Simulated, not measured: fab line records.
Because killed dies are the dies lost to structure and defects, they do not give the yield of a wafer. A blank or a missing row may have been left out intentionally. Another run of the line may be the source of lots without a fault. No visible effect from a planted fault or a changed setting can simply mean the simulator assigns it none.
fab line records + flow n5_finfet
[record]
- lots = 6
- wafers = 18
- last_day = 16
route steps=1938 shown BEOL_M6@1226
lots with no fault: from the same line, run without faults
start_h: hours from the record's first day to the start of the lot's first wafer shown + wait_h: time in hours since the lot's previous step + " unchanged from the row above + L1.1+2: a row that stands for several wafers + - value missing, or start not given + * or withheld: withheld + < > ~ a bound
route shown NAME@n: NAME is a module with steps in the file, n the number in the route of the first one + usual: average and standard deviation across the fault-free wafers + same: alike in all rows + chamber/n: place in a boat + sites: each site's reading + _std_site: how widely they spread, as a standard deviation + _edge_site: mean of outer sites minus mean of inner sites + radius_mm: how far each site lies from the wafer's centre + mask NAME#n: copy n + behind: tool/chamber where the wafer was last shaped + hold: the reason the lot was held/the length of the hold in hours/how it ended + device: whichever transistor did not switch (one of n, p or np) + end of line: tests of these same wafers at the route's end + where a step has no rows: the recipe by itself + killed: dies that structure and defects cost at the first sort, which is not the same as the wafer's yield + map: shows each die of a wafer: x if killed, . if not, _ if none is there
set.NAME: the run value of the setting; set.NAME@STEP: its run value at that earlier step + model.NAME: the simulator's own value behind a step, which no gauge read
certain route steps with their lots: each step a table, each wafer a row
services: from which hour (start_h, from the record's first day; less than 0 if before it) a tool's chamber was out of use, for how many hours, and why
[[steps]]
[step N5_BEOL_M6_DEVELOP_27]
[recipe]
- develop_time_s = 30
- developer = TMAH
- resist = CAR-EUV
- rinse_liquid = surfactant_rinse
- dry = air_spin
- dev_temp_c = 23
[step N5_BEOL_M6_CD_MEAS_28]
[recipe]
- target_cd_nm = 40
- landing_energy_ev = 500
- detector = se_inlens
[usual]
- cd_nm = 39.99/0.27
| lot.wafer | tool      | chamber | start_h | wait_h | cd_nm |
|-----------|-----------|---------|---------|--------|-------|
| L253.1    | cd_sem-02 | 0       | 223.15  | -      | 40.34 |
| L253.2    | "         | 0       | "       | "      | 39.52 |
| L253.5    | "         | 0       | "       | "      | 39.69 |
| L255.1    | cd_sem-02 | 0       | 245.77  | -      | 39.76 |
| L255.3    | "         | 0       | "       | "      | 40.00 |
| L255.6    | "         | 0       | "       | "      | 39.84 |
| L262.1    | cd_sem-02 | 0       | 275.07  | -      | 39.72 |
| L262.4    | "         | 0       | "       | "      | 40.03 |
| L262.6    | "         | 0       | "       | "      | 39.67 |
| L263.1    | cd_sem-03 | 0       | 284.20  | -      | 39.76 |
| L263.3    | "         | 0       | "       | "      | 39.70 |
| L263.5    | "         | 0       | "       | "      | 39.87 |
| L265.1    | cd_sem-02 | 0       | 284.59  | -      | 40.15 |
| L265.3    | "         | 0       | "       | "      | 39.93 |
| L265.5    | "         | 0       | "       | "      | 40.25 |
| L264.2    | cd_sem-02 | 0       | 295.15  | -      | 40.06 |
| L264.3    | "         | 0       | "       | "      | 40.33 |
| L264.4    | "         | 0       | "       | "      | 39.85 |
[step N5_BEOL_M6_OVL_MEAS_29]
[recipe]
- points_per_wafer = 522
[usual]
- V5_OVL = 0.1/0.81
| lot.wafer | tool       | chamber | start_h | wait_h | V5_OVL[nm] |
|-----------|------------|---------|---------|--------|------------|
| L253.1    | overlay-02 | 0       | 223.18  | 0.0    | -0.5       |
| L253.2    | "          | 0       | "       | "      | -0.5       |
| L253.5    | "          | 0       | "       | "      | -0.8       |
| L255.1    | overlay-02 | 0       | 245.80  | 0.0    | 0.8        |
| L255.3    | "          | 0       | "       | "      | 1.2        |
| L255.6    | "          | 0       | "       | "      | 0.1        |
| L262.1    | overlay-01 | 0       | 275.10  | 0.0    | -1.7       |
| L262.4    | "          | 0       | "       | "      | -0.3       |
| L262.6    | "          | 0       | "       | "      | -0.5       |
| L263.1    | overlay-02 | 0       | 284.23  | 0.0    | -0.3       |
| L263.3    | "          | 0       | "       | "      | -1.7       |
| L263.5    | "          | 0       | "       | "      | -0.4       |
| L265.1    | overlay-01 | 0       | 284.62  | 0.0    | 0.9        |
| L265.3    | "          | 0       | "       | "      | 0.1        |
| L265.5    | "          | 0       | "       | "      | -0.1       |
| L264.2    | overlay-01 | 0       | 295.18  | 0.0    | 0.3        |
| L264.3    | "          | 0       | "       | "      | 1.3        |
| L264.4    | "          | 0       | "       | "      | 0.7        |
[step N5_BEOL_M6_INSPECT_30]
[recipe]
- mode = adi
- inspect_instrument = brightfield
[usual]
- raw_defect_count = 434/110
| lot.wafer | tool              | chamber | start_h | wait_h | raw_defect_count |
|-----------|-------------------|---------|---------|--------|------------------|
| L253.1    | defect_inspect-02 | -       | 223.24  | 0.1    | 404              |
| L253.2    | "                 | -       | "       | "      | 503              |
| L253.5    | "                 | -       | "       | "      | 391              |
| L255.1    | defect_inspect-02 | -       | 245.86  | 0.1    | 410              |
| L255.3    | "                 | -       | "       | "      | 296              |
| L255.6    | "                 | -       | "       | "      | 410              |
| L262.1    | defect_inspect-01 | -       | 275.16  | 0.1    | 320              |
| L262.4    | "                 | -       | "       | "      | 340              |
| L262.6    | "                 | -       | "       | "      | 404              |
| L263.1    | defect_inspect-02 | -       | 284.29  | 0.1    | 457              |
| L263.3    | "                 | -       | "       | "      | 549              |
| L263.5    | "                 | -       | "       | "      | 352              |
| L265.1    | defect_inspect-01 | -       | 284.68  | 0.1    | 518              |
| L265.3    | "                 | -       | "       | "      | 774              |
| L265.5    | "                 | -       | "       | "      | 394              |
| L264.2    | defect_inspect-02 | -       | 295.24  | 0.0    | 494              |
| L264.3    | "                 | -       | "       | "      | 354              |
| L264.4    | "                 | -       | "       | "      | 426              |
[step N5_BEOL_M6_DESCUM_33]
[recipe]
- chemistry = O2
- time_s = 7
- source_power_w = 50
- bias_power_w = 20
- pressure_mtorr = 20
- rf_frequency_hz = 2.712e+07
- temp_c = 40
- resist = CAR-EUV
- o2_flow_sccm = 225
[usual]
- bias_power_w = 19.99/0.065
- drypump_motor_current_A = 5.7/0.32
- oes_product_au = 0.81/0.084
- rf_vpp_V = 243.1/1.3
- showerhead_plenum_p_Torr = 2.09/0.077
- throttle_valve_pct = 20.45/0.18
| lot.wafer | tool        | chamber | start_h | wait_h | bias_power_w | drypump_motor_current_A | oes_product_au | rf_hours_counter_h | rf_vpp_V | showerhead_plenum_p_Torr | throttle_valve_pct |
|-----------|-------------|---------|---------|--------|--------------|-------------------------|----------------|--------------------|----------|--------------------------|--------------------|
| L253.1    | rie_diel-05 | 1       | 223.28  | 0.0    | 19.97        | 5.8                     | 0.87           | 58                 | 243.7    | 2.15                     | 20.28              |
| L253.2    | "           | 3       | "       | "      | 19.95        | 5.3                     | 0.92           | 21                 | 241.4    | 2.03                     | 20.55              |
| L253.5    | "           | 1       | "       | "      | 19.95        | 5.8                     | 0.88           | -                  | 242.6    | 2.15                     | 20.28              |
| L255.1    | rie_diel-03 | 1       | 245.89  | 0.0    | 19.93        | 5.4                     | 0.70           | 238                | 241.6    | 1.97                     | 20.60              |
| L255.3    | "           | 0       | "       | "      | 20.04        | 5.5                     | 0.68           | 218                | 243.9    | 2.15                     | 20.87              |
| L255.6    | "           | 1       | "       | "      | 19.97        | 5.4                     | 0.70           | -                  | 241.8    | 1.97                     | 20.61              |
| L262.1    | rie_diel-05 | 3       | 275.19  | 0.0    | 20.03        | 5.3                     | 0.88           | 40                 | 242.8    | 2.02                     | 20.56              |
| L262.4    | "           | 2       | "       | "      | 20.11        | 5.8                     | 0.88           | 49                 | 243.3    | 2.03                     | 20.67              |
| L262.6    | "           | 2       | "       | "      | 20.01        | 5.9                     | 0.89           | -                  | 241.9    | 2.03                     | 20.68              |
| L263.1    | rie_diel-05 | 2       | 284.41  | 0.1    | 19.97        | 5.8                     | 0.87           | 52                 | 241.3    | 2.03                     | 20.67              |
| L263.3    | "           | 0       | "       | "      | 19.97        | 5.8                     | 0.74           | 214                | 243.1    | 2.05                     | 20.26              |
| L263.5    | "           | 0       | "       | "      | 19.90        | 5.8                     | 0.73           | -                  | 243.5    | 2.05                     | 20.25              |
| L265.1    | rie_diel-03 | 0       | 284.71  | 0.0    | 20.04        | 5.6                     | 0.68           | 232                | 244.0    | 2.15                     | 20.91              |
| L265.3    | "           | 3       | "       | "      | 19.98        | 5.6                     | 0.80           | 102                | 243.6    | 2.11                     | 20.35              |
| L265.5    | "           | 0       | "       | "      | 19.96        | 5.6                     | 0.67           | -                  | 243.5    | 2.15                     | 20.88              |
| L264.2    | rie_diel-01 | 2       | 295.43  | 0.2    | 19.94        | 6.2                     | 0.88           | 58                 | 244.2    | 2.11                     | 20.32              |
| L264.3    | "           | 1       | "       | "      | 20.12        | 5.9                     | 0.75           | 150                | 244.4    | 2.21                     | 20.50              |
| L264.4    | "           | 0       | "       | "      | 19.90        | 6.2                     | 0.73           | -                  | 243.7    | 2.07                     | 20.47              |
[step N5_BEOL_M6_ETCH_72]
[recipe]
- chemistry = N2/H2
- target = underlayer
- target_depth_a = 65
- mask_material = CAR-EUV
- time_s = 5.2
- ion_energy_ev = 200
- pressure_mtorr = 30
- source_w = 840
- bias_w = 150
- n2_flow_sccm = 200
- h2_flow_sccm = 200
- ends = cleared
[step N5_BEOL_M6_ETCH_65]
[recipe]
- chemistry = CF4
- target = SiARC
- target_depth_a = 156
- mask_material = CAR-EUV
- time_s = 26
- ion_energy_ev = 80
- pressure_mtorr = 40
- source_w = 545
- bias_w = 36
- Ar_flow_sccm = 100
- cf4_flow_sccm = 100
- ends = cleared
[usual]
- drypump_motor_current_A = 5.7/0.32
- etch_rf_on_time_s = 25.3/0.78
- oes_product_au = 0.70/0.076
- rf_vpp_V = 184.1/1.2
- showerhead_plenum_p_Torr = 2.14/0.066
- throttle_valve_pct = 15.69/0.21
| lot.wafer | tool        | chamber | start_h | wait_h | drypump_motor_current_A | etch_rf_on_time_s | oes_product_au | rf_hours_counter_h | rf_vpp_V | showerhead_plenum_p_Torr | throttle_valve_pct |
|-----------|-------------|---------|---------|--------|-------------------------|-------------------|----------------|--------------------|----------|--------------------------|--------------------|
| L253.1    | rie_diel-05 | 1       | 223.33  | 0.0    | 5.8                     | 25.8              | 0.73           | 58                 | 184.2    | 2.20                     | 15.41              |
| L253.2    | "           | 3       | "       | "      | 5.3                     | 24.4              | 0.80           | 21                 | 184.0    | 2.09                     | 15.78              |
| L253.5    | "           | 1       | "       | "      | 5.8                     | 25.6              | 0.74           | -                  | 184.3    | 2.20                     | 15.43              |
| L255.1    | rie_diel-03 | 1       | 245.94  | 0.0    | 5.4                     | 25.5              | 0.60           | 238                | 182.4    | 2.03                     | 15.97              |
| L255.3    | "           | 0       | "       | "      | 5.5                     | 25.7              | 0.59           | 218                | 185.3    | 2.19                     | 16.06              |
| L255.6    | "           | 1       | "       | "      | 5.4                     | 25.6              | 0.59           | -                  | 180.8    | 2.03                     | 15.96              |
| L262.1    | rie_diel-05 | 3       | 275.24  | 0.0    | 5.3                     | 24.3              | 0.77           | 40                 | 182.7    | 2.09                     | 15.81              |
| L262.4    | "           | 2       | "       | "      | 5.9                     | 24.1              | 0.77           | 49                 | 183.8    | 2.10                     | 15.89              |
| L262.6    | "           | 2       | "       | "      | 5.9                     | 23.9              | 0.78           | -                  | 181.9    | 2.10                     | 15.88              |
| L263.1    | rie_diel-05 | 2       | 284.46  | 0.0    | 5.8                     | 24.4              | 0.77           | 52                 | 182.6    | 2.10                     | 15.91              |
| L263.3    | "           | 0       | "       | "      | 5.8                     | 25.7              | 0.61           | 214                | 182.8    | 2.10                     | 15.59              |
| L263.5    | "           | 0       | "       | "      | 5.8                     | 25.8              | 0.62           | -                  | 186.1    | 2.10                     | 15.60              |
| L265.1    | rie_diel-03 | 0       | 284.77  | 0.0    | 5.5                     | 25.4              | 0.58           | 232                | 184.2    | 2.19                     | 16.07              |
| L265.3    | "           | 3       | "       | "      | 5.6                     | 24.0              | 0.71           | 102                | 184.2    | 2.17                     | 15.53              |
| L265.5    | "           | 0       | "       | "      | 5.5                     | 25.5              | 0.58           | -                  | 184.6    | 2.19                     | 16.08              |
| L264.2    | rie_diel-01 | 2       | 295.48  | 0.0    | 6.2                     | 24.9              | 0.76           | 58                 | 185.8    | 2.18                     | 15.63              |
| L264.3    | "           | 1       | "       | "      | 5.9                     | 27.0              | 0.64           | 150                | 185.1    | 2.21                     | 15.47              |
| L264.4    | "           | 0       | "       | "      | 6.2                     | 25.1              | 0.65           | -                  | 183.7    | 2.15                     | 15.90              |
[step N5_BEOL_M6_ETCH_66]
[recipe]
- chemistry = N2/H2
- target = SOC
- target_depth_a = 800
- overetch_a = 160
- mask_material = SiARC
- temp_c = 40
- time_s = 120
- ion_energy_ev = 200
- pressure_mtorr = 30
- source_w = 840
- bias_w = 150
- n2_flow_sccm = 200
- h2_flow_sccm = 200
[usual]
- drypump_motor_current_A = 5.7/0.33
- oes_product_au = 0.61/0.061
- rf_vpp_V = 523.9/2.5
- showerhead_plenum_p_Torr = 2.54/0.082
- throttle_valve_pct = 17.86/0.25
| lot.wafer | tool        | chamber | start_h | wait_h | drypump_motor_current_A | oes_product_au | rf_hours_counter_h | rf_vpp_V | showerhead_plenum_p_Torr | throttle_valve_pct |
|-----------|-------------|---------|---------|--------|-------------------------|----------------|--------------------|----------|--------------------------|--------------------|
| L253.1    | rie_diel-05 | 1       | 223.35  | 0.0    | 5.8                     | 0.65           | 58                 | 525.8    | 2.57                     | 17.33              |
| L253.2    | "           | 3       | "       | "      | 5.3                     | 0.69           | 21                 | 522.9    | 2.48                     | 17.96              |
| L253.5    | "           | 1       | "       | "      | 5.8                     | 0.65           | -                  | 525.4    | 2.56                     | 17.33              |
| L255.1    | rie_diel-03 | 1       | 245.97  | 0.0    | 5.4                     | 0.53           | 238                | 520.5    | 2.37                     | 17.87              |
| L255.3    | "           | 0       | "       | "      | 5.6                     | 0.53           | 218                | 527.2    | 2.61                     | 18.23              |
| L255.6    | "           | 1       | "       | "      | 5.4                     | 0.52           | -                  | 519.8    | 2.37                     | 17.88              |
| L262.1    | rie_diel-05 | 3       | 275.27  | 0.0    | 5.3                     | 0.66           | 40                 | 523.8    | 2.47                     | 17.97              |
| L262.4    | "           | 2       | "       | "      | 5.8                     | 0.66           | 49                 | 521.3    | 2.50                     | 18.31              |
| L262.6    | "           | 2       | "       | "      | 5.9                     | 0.66           | -                  | 521.2    | 2.50                     | 18.32              |
| L263.1    | rie_diel-05 | 2       | 284.49  | 0.0    | 5.9                     | 0.66           | 52                 | 521.6    | 2.50                     | 18.33              |
| L263.3    | "           | 0       | "       | "      | 5.8                     | 0.55           | 214                | 522.7    | 2.51                     | 17.84              |
| L263.5    | "           | 0       | "       | "      | 5.8                     | 0.56           | -                  | 524.0    | 2.51                     | 17.85              |
| L265.1    | rie_diel-03 | 0       | 284.79  | 0.0    | 5.6                     | 0.52           | 232                | 526.8    | 2.60                     | 18.24              |
| L265.3    | "           | 3       | "       | "      | 5.6                     | 0.60           | 102                | 524.6    | 2.56                     | 17.71              |
| L265.5    | "           | 0       | "       | "      | 5.5                     | 0.51           | -                  | 526.4    | 2.60                     | 18.25              |
| L264.2    | rie_diel-01 | 2       | 295.51  | 0.0    | 6.2                     | 0.66           | 58                 | 524.7    | 2.57                     | 17.74              |
| L264.3    | "           | 1       | "       | "      | 5.9                     | 0.58           | 150                | 526.9    | 2.64                     | 17.69              |
| L264.4    | "           | 0       | "       | "      | 6.2                     | 0.58           | -                  | 524.2    | 2.52                     | 17.86              |
[step N5_BEOL_M6_STRIP_69]
[recipe]
- chemistry = N2/H2
- temp_c = 40
- n2_flow_sccm = 200
- h2_flow_sccm = 200
- rf_frequency_hz = 6e+07
[step N5_BEOL_M6_STRIP_73]
[recipe]
- chemistry = N2/H2
- temp_c = 40
- n2_flow_sccm = 200
- h2_flow_sccm = 200
- rf_frequency_hz = 6e+07
[step N5_BEOL_M6_VIA_ETCH_34]
[recipe]
- chemistry = C4F6/O2
- target = SiCOH_lowk
- target_depth_a = 1263
- mask_material = SOC
- taper_deg = 4
- time_s = 50.9
- ion_energy_ev = 250
- pressure_mtorr = 30
- source_w = 345
- bias_w = 185
- Ar_flow_sccm = 300
- C4F6_flow_sccm = 10
- O2_flow_sccm = 10
[usual]
- drypump_motor_current_A = 5.7/0.32
- oes_product_au = 0.81/0.087
- rf_vpp_V = 664/10
- showerhead_plenum_p_Torr = 2.85/0.096
- throttle_valve_pct = 20.99/0.2
| lot.wafer | tool        | chamber | start_h | wait_h | drypump_motor_current_A | oes_product_au | rf_hours_counter_h | rf_vpp_V | showerhead_plenum_p_Torr | throttle_valve_pct |
|-----------|-------------|---------|---------|--------|-------------------------|----------------|--------------------|----------|--------------------------|--------------------|
| L253.1    | rie_diel-05 | 1       | 223.46  | 0.0    | 5.8                     | 0.86           | 58                 | 661      | 2.92                     | 20.77              |
| L253.2    | "           | 3       | "       | "      | 5.3                     | 0.92           | 21                 | 664      | 2.76                     | 21.01              |
| L253.5    | "           | 1       | "       | "      | 5.8                     | 0.86           | -                  | 661      | 2.92                     | 20.76              |
| L255.1    | rie_diel-03 | 1       | 246.07  | 0.0    | 5.4                     | 0.70           | 238                | 669      | 2.71                     | 21.23              |
| L255.3    | "           | 0       | "       | "      | 5.5                     | 0.70           | 218                | 681      | 2.91                     | 21.26              |
| L255.6    | "           | 1       | "       | "      | 5.4                     | 0.69           | -                  | 670      | 2.71                     | 21.23              |
| L262.1    | rie_diel-05 | 3       | 275.37  | 0.0    | 5.3                     | 0.90           | 40                 | 663      | 2.76                     | 21.04              |
| L262.4    | "           | 2       | "       | "      | 5.9                     | 0.90           | 49                 | 664      | 2.77                     | 21.19              |
| L262.6    | "           | 2       | "       | "      | 5.8                     | 0.89           | -                  | 666      | 2.77                     | 21.20              |
| L263.1    | rie_diel-05 | 2       | 284.59  | 0.0    | 5.9                     | 0.90           | 52                 | 665      | 2.77                     | 21.20              |
| L263.3    | "           | 0       | "       | "      | 5.8                     | 0.73           | 214                | 660      | 2.78                     | 20.71              |
| L263.5    | "           | 0       | "       | "      | 5.8                     | 0.73           | -                  | 661      | 2.78                     | 20.71              |
| L265.1    | rie_diel-03 | 0       | 284.89  | 0.0    | 5.5                     | 0.69           | 232                | 680      | 2.90                     | 21.29              |
| L265.3    | "           | 3       | "       | "      | 5.6                     | 0.81           | 102                | 651      | 2.89                     | 20.96              |
| L265.5    | "           | 0       | "       | "      | 5.5                     | 0.69           | -                  | 680      | 2.90                     | 21.30              |
| L264.2    | rie_diel-01 | 2       | 295.61  | 0.0    | 6.2                     | 0.89           | 58                 | 673      | 2.93                     | 21.16              |
| L264.3    | "           | 1       | "       | "      | 5.9                     | 0.75           | 150                | 680      | 2.96                     | 20.80              |
| L264.4    | "           | 0       | "       | "      | 6.2                     | 0.76           | -                  | 660      | 2.86                     | 21.19              |
[step N5_BEOL_M6_STRIP_76]
[recipe]
- chemistry = C4F6/O2
- resist = SiARC
- rf_frequency_hz = 6e+07
[step N5_BEOL_M6_STRIP_36]
[recipe]
- chemistry = N2/H2
- power_w = 450
- temp_c = 40
- pressure_mtorr = 20
- rf_frequency_hz = 6e+07
- overash_fraction = 0.3
- bias_power_w = 7
- h2_frac = 0.5
- n2_flow_sccm = 200
- h2_flow_sccm = 200
[usual]
- bias_power_w = 7.001/0.021
- drypump_motor_current_A = 5.7/0.32
- h2_flow_sccm = 200.1/0.64
- oes_product_au = 0.81/0.084
- rf_vpp_V = 59.0/1.5
- showerhead_plenum_p_Torr = 2.53/0.082
- throttle_valve_pct = 23.7/0.35
| lot.wafer | tool        | chamber | start_h | wait_h | bias_power_w | drypump_motor_current_A | h2_flow_sccm | oes_product_au | rf_hours_counter_h | rf_vpp_V | showerhead_plenum_p_Torr | throttle_valve_pct |
|-----------|-------------|---------|---------|--------|--------------|-------------------------|--------------|----------------|--------------------|----------|--------------------------|--------------------|
| L253.1    | rie_diel-05 | 1       | 223.51  | 0.0    | 7.018        | 5.8                     | 200.5        | 0.86           | 59                 | 56.7     | 2.56                     | 23.0               |
| L253.2    | "           | 3       | "       | "      | 6.969        | 5.3                     | 200.8        | 0.92           | 21                 | 58.6     | 2.47                     | 23.9               |
| L253.5    | "           | 1       | "       | "      | 7.002        | 5.8                     | 200.7        | 0.85           | -                  | 59.0     | 2.56                     | 23.0               |
| L255.1    | rie_diel-03 | 1       | 246.12  | 0.0    | 6.975        | 5.4                     | 200.1        | 0.68           | 238                | 57.6     | 2.36                     | 23.5               |
| L255.3    | "           | 0       | "       | "      | 7.003        | 5.6                     | 200.0        | 0.68           | 218                | 57.9     | 2.60                     | 24.0               |
| L255.6    | "           | 1       | "       | "      | 6.972        | 5.4                     | 200.8        | 0.70           | -                  | 57.7     | 2.36                     | 23.5               |
| L262.1    | rie_diel-05 | 3       | 275.42  | 0.0    | 7.012        | 5.3                     | 200.1        | 0.88           | 40                 | 57.5     | 2.47                     | 23.9               |
| L262.4    | "           | 2       | "       | "      | 6.993        | 5.8                     | 180.7        | 0.89           | 49                 | 57.4     | 2.44                     | 23.3               |
| L262.6    | "           | 2       | "       | "      | 7.003        | 5.8                     | 180.4        | 0.88           | -                  | 59.2     | 2.44                     | 23.3               |
| L263.1    | rie_diel-05 | 2       | 284.64  | 0.0    | 6.980        | 5.9                     | 179.7        | 0.88           | 52                 | 58.0     | 2.43                     | 23.3               |
| L263.3    | "           | 0       | "       | "      | 7.003        | 5.8                     | 200.1        | 0.73           | 214                | 59.0     | 2.50                     | 23.5               |
| L263.5    | "           | 0       | "       | "      | 6.995        | 5.8                     | 199.2        | 0.73           | -                  | 55.9     | 2.50                     | 23.5               |
| L265.1    | rie_diel-03 | 0       | 284.95  | 0.0    | 6.994        | 5.6                     | 200.0        | 0.67           | 232                | 61.2     | 2.60                     | 24.0               |
| L265.3    | "           | 3       | "       | "      | 6.977        | 5.6                     | 199.3        | 0.81           | 102                | 58.3     | 2.56                     | 23.6               |
| L265.5    | "           | 0       | "       | "      | 6.963        | 5.6                     | 199.8        | 0.67           | -                  | 58.5     | 2.60                     | 24.0               |
| L264.2    | rie_diel-01 | 2       | 295.66  | 0.0    | 6.970        | 6.2                     | 199.8        | 0.88           | 58                 | 60.0     | 2.56                     | 23.6               |
| L264.3    | "           | 1       | "       | "      | 7.009        | 6.0                     | 200.2        | 0.74           | 150                | 59.0     | 2.64                     | 23.4               |
| L264.4    | "           | 0       | "       | "      | 6.997        | 6.2                     | 199.6        | 0.74           | -                  | 60.6     | 2.51                     | 23.6               |
[step N5_BEOL_M6_TRENCH_ETCH_37]
[recipe]
- chemistry = C4F6/O2
- target_depth_a = 944.35
- target = SiCOH_lowk
- time_s = 31.5
- ion_energy_ev = 250
- pressure_mtorr = 30
- source_w = 345
- bias_w = 185
- Ar_flow_sccm = 300
- C4F6_flow_sccm = 10
- O2_flow_sccm = 10
[usual]
- drypump_motor_current_A = 5.7/0.32
- oes_product_au = 0.81/0.087
- rf_vpp_V = 664/11
- showerhead_plenum_p_Torr = 2.85/0.096
- throttle_valve_pct = 21.02/0.2
| lot.wafer | tool        | chamber | start_h | wait_h | drypump_motor_current_A | oes_product_au | rf_hours_counter_h | rf_vpp_V | showerhead_plenum_p_Torr | throttle_valve_pct |
|-----------|-------------|---------|---------|--------|-------------------------|----------------|--------------------|----------|--------------------------|--------------------|
| L253.1    | rie_diel-05 | 1       | -       | -      | 5.9                     | 0.86           | 59                 | 661      | 2.92                     | 20.79              |
| L253.2    | "           | 3       | "       | "      | 5.3                     | 0.93           | 21                 | 665      | 2.76                     | 21.05              |
| L253.5    | "           | 1       | "       | "      | 5.8                     | 0.86           | -                  | 662      | 2.92                     | 20.78              |
| L255.1    | rie_diel-03 | 1       | -       | -      | 5.4                     | 0.70           | 238                | 669      | 2.71                     | 21.26              |
| L255.3    | "           | 0       | "       | "      | 5.6                     | 0.69           | 218                | 680      | 2.91                     | 21.31              |
| L255.6    | "           | 1       | "       | "      | 5.4                     | 0.70           | -                  | 671      | 2.71                     | 21.27              |
| L262.1    | rie_diel-05 | 3       | -       | -      | 5.3                     | 0.89           | 40                 | 662      | 2.76                     | 21.08              |
| L262.4    | "           | 2       | "       | "      | 5.9                     | 0.89           | 49                 | 665      | 2.77                     | 21.23              |
| L262.6    | "           | 2       | "       | "      | 5.9                     | 0.89           | -                  | 665      | 2.77                     | 21.21              |
| L263.1    | rie_diel-05 | 2       | -       | -      | 5.9                     | 0.88           | 52                 | 665      | 2.77                     | 21.21              |
| L263.3    | "           | 0       | "       | "      | 5.8                     | 0.73           | 215                | 660      | 2.78                     | 20.75              |
| L263.5    | "           | 0       | "       | "      | 5.8                     | 0.73           | -                  | 661      | 2.78                     | 20.75              |
| L265.1    | rie_diel-03 | 0       | -       | -      | 5.5                     | 0.67           | 232                | 680      | 2.90                     | 21.32              |
| L265.3    | "           | 3       | "       | "      | 5.6                     | 0.81           | 102                | 652      | 2.89                     | 20.99              |
| L265.5    | "           | 0       | "       | "      | 5.6                     | 0.69           | -                  | 679      | 2.90                     | 21.33              |
| L264.2    | rie_diel-01 | 2       | -       | -      | 6.2                     | 0.89           | 58                 | 674      | 2.93                     | 21.18              |
| L264.3    | "           | 1       | "       | "      | 5.9                     | 0.74           | 150                | 679      | 2.96                     | 20.85              |
| L264.4    | "           | 0       | "       | "      | 6.2                     | 0.74           | -                  | 660      | 2.86                     | 21.22              |
[[services]]
| tool        | chamber | start_h | hours | kind                          |
|-------------|---------|---------|-------|-------------------------------|
| rie_diel-03 | -       | 253.52  | 0.4   | repair                        |
| rie_diel-05 | 0       | 265.47  | 8.7   | repair                        |
| rie_diel-03 | 1       | 276.68  | -     | clean                         |
| rie_diel-03 | 1       | 276.68  | -     | consumable_replace:focus_ring |
| rie_diel-03 | 1       | 276.68  | -     | consumable_replace:showerhead |
| rie_diel-03 | 1       | 276.68  | 18.7  | scheduled_down                |
| rie_diel-03 | 1       | 276.68  | 18.7  | vent_cycle                    |
| rie_diel-05 | 2       | 279.25  | 2.4   | repair                        |
| rie_diel-05 | 0       | 287.52  | 1.8   | repair                        |
| rie_diel-01 | 3       | 288.67  | 23.6  | repair                        |
| rie_diel-05 | 1       | 290.79  | 6.3   | repair                        |
| rie_diel-03 | 0       | 293.22  | 10.1  | repair                        |
[[key]]
[first_sign]
- step = N5_BEOL_M6_STRIP_36
- reading = h2_flow_sccm
- direction = down
- sigmas = 31
- usual = 200.1
- struck = 180.2
effect none on later readings
met_at N5_BEOL_M6_STRIP_36
struck_wafers L262.4,L262.6,L263.1
[fault]
- kind = process_parameter_drift
- tool = rie_diel-05
- chamber = 2
- onset_h = 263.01
- steps = N5_BEOL_M6_STRIP_36
- channel = h2_flow_sccm
- offset = -20
- shape = step
- end_h = 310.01
- acts_in = these_recipes_only
- stated = 200
